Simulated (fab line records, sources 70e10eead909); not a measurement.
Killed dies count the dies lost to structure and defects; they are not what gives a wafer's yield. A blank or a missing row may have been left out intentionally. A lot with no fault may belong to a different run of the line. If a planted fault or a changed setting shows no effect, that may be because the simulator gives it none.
Matching of chambers + flow nand_harc + NHARC_P_CONTACT_CMP_24 on cmp-02: 4 sister chambers
The step polishes, t overpolish 30 s, target thk 200 nm. 4 wafers are shown with their chamber, then 8 later ones without.

WAFERS WITH THEIR CHAMBER
| wafer  | chamber | motor_current_A (A) |
|--------|---------|---------------------|
| L077.4 | 0       | 15.3                |
| L088.5 | 3       | 11.6                |
| L088.6 | 2       | 11.0                |
| L092.2 | 1       | 10.6                |

WAFERS WITHOUT THEIR CHAMBER
| wafer  | motor_current_A (A) |
|--------|---------------------|
| L092.5 | 10.6                |
| L092.6 | 11.5                |
| L093.4 | 11.9                |
| L093.5 | 11.8                |
| L093.6 | 10.3                |
| L094.2 | 10.7                |
| L094.3 | 11.9                |
| L094.4 | 15.9                |

CHAMBER TAKEN BY EACH
| wafer  | from the rows above     | in truth                   |
|--------|-------------------------|----------------------------|
| L092.5 | can't be placed: 1 or 2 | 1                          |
| L092.6 | can't be placed: 3 or 2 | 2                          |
| L093.4 | 3                       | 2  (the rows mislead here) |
| L093.5 | 3                       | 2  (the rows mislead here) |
| L093.6 | can't be placed: 1 or 2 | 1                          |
| L094.2 | can't be placed: 1 or 2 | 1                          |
| L094.3 | 3                       | 3                          |
| L094.4 | 0                       | 0                          |
Correctly placed: 2 of 8. These rows do not allow placing 4 (true chamber among the candidates in 4). Number placed wrongly: 2.
How it was worked out, from the rows above alone: a wafer's distance from a chamber is the root of the sum, over the readings, of the square of ((its reading less the chamber's mean) divided by the reading's scatter). If the next closest chamber is less than 2 further off than the closest, the wafer can't be placed; otherwise it belongs to the closest. A chamber's mean is the mean of its shown wafers. The scatter: root of mean squared gap, hidden wafer to nearest shown wafer, with one shown wafer a chamber.
